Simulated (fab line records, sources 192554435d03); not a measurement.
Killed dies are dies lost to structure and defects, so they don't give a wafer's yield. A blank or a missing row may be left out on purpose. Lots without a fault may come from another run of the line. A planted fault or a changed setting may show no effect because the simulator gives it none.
One fault seen from 3 desks | flow n5_finfet | each desk has only its own numbers; what lay behind them comes last

THE TOOL OWNER'S DESK: rie_diel-04
The tool's own readings at N5_BEOL_M8_DESCUM_33 (chemistry O2, time 7 s): means of the sampled wafers that have a number, for each lot that ran on this tool. A lot is out of limits, marked OUT, if its mean lies more than 4 standard deviations from the usual mean; the brackets give that distance.
Columns: A = drypump_motor_current_A at N5_BEOL_M8_DESCUM_33, usual 5.5 A; B = o2_flow_sccm at N5_BEOL_M8_DESCUM_33, usual 225.0 sccm; C = oes_product_au at N5_BEOL_M8_DESCUM_33, usual 0.81 a.u.; D = rf_vpp_V at N5_BEOL_M8_DESCUM_33, usual 243.0 V; E = showerhead_plenum_p_Torr at N5_BEOL_M8_DESCUM_33, usual 2.08 Torr; F = throttle_valve_pct at N5_BEOL_M8_DESCUM_33, usual 20.3 %
lot  | first seen here | A   | B     | C    | D     | E    | F
L258 | day 10 15:08    | 5.4 | 224.4 | 0.96 | 245.0 | 2.18 | 20.0
L273 | day 14 09:23    | 5.5 | 224.9 | 0.83 | 243.0 | 2.12 | 20.1
L275 | day 14 18:44    | 5.5 | 225.0 | 0.85 | 243.7 | 2.15 | 20.1
This desk's finding: nothing out of limits on any of the 3 lots.

THE METROLOGY DESK
What the gauges read, lot by lot, whatever tool the lot ran on: means of the sampled wafers that have a number. A lot is out of limits, marked OUT, if its mean lies more than 4 standard deviations from the usual mean; the brackets give that distance.
Columns: A = cd_nm at N5_BEOL_M8_CD_MEAS_28, usual 40.00 nm; B = V7_OVL at N5_BEOL_M8_OVL_MEAS_29, usual 0.0 nm
lot  | first seen here | A     | B
L258 | day 10 15:01    | 39.77 | 0.1
L263 | day 11 10:38    | 40.19 | -0.7
L264 | day 11 14:04    | 39.92 | -0.7
L273 | day 14 09:04    | 39.95 | 0.3
L275 | day 14 18:36    | 39.92 | -0.6
L278 | day 15 09:28    | 39.69 | 0.0
This desk's finding: nothing out of limits on any of the 6 lots.

THE DEFECT DESK
What the inspections along the route counted, lot by lot: means of the sampled wafers that have a number. A lot is out of limits, marked OUT, if its mean lies more than 4 standard deviations from the usual mean; the brackets give that distance.
Columns: A = raw_defect_count at N5_BEOL_M8_INSPECT_30, usual 382
lot  | first seen here | A
L258 | day 10 15:05    | 355
L263 | day 11 10:44    | 352
L264 | day 11 14:09    | 369
L273 | day 14 09:10    | 453
L275 | day 14 18:41    | 356
L278 | day 15 09:34    | 352
This desk's finding: nothing out of limits on any of the 6 lots.

PUT TOGETHER
The tool owner's desk saw nothing out of limits.
The metrology desk saw nothing out of limits.
The defect desk saw nothing out of limits.

WHAT THE SIMULATOR HAD PUT IN
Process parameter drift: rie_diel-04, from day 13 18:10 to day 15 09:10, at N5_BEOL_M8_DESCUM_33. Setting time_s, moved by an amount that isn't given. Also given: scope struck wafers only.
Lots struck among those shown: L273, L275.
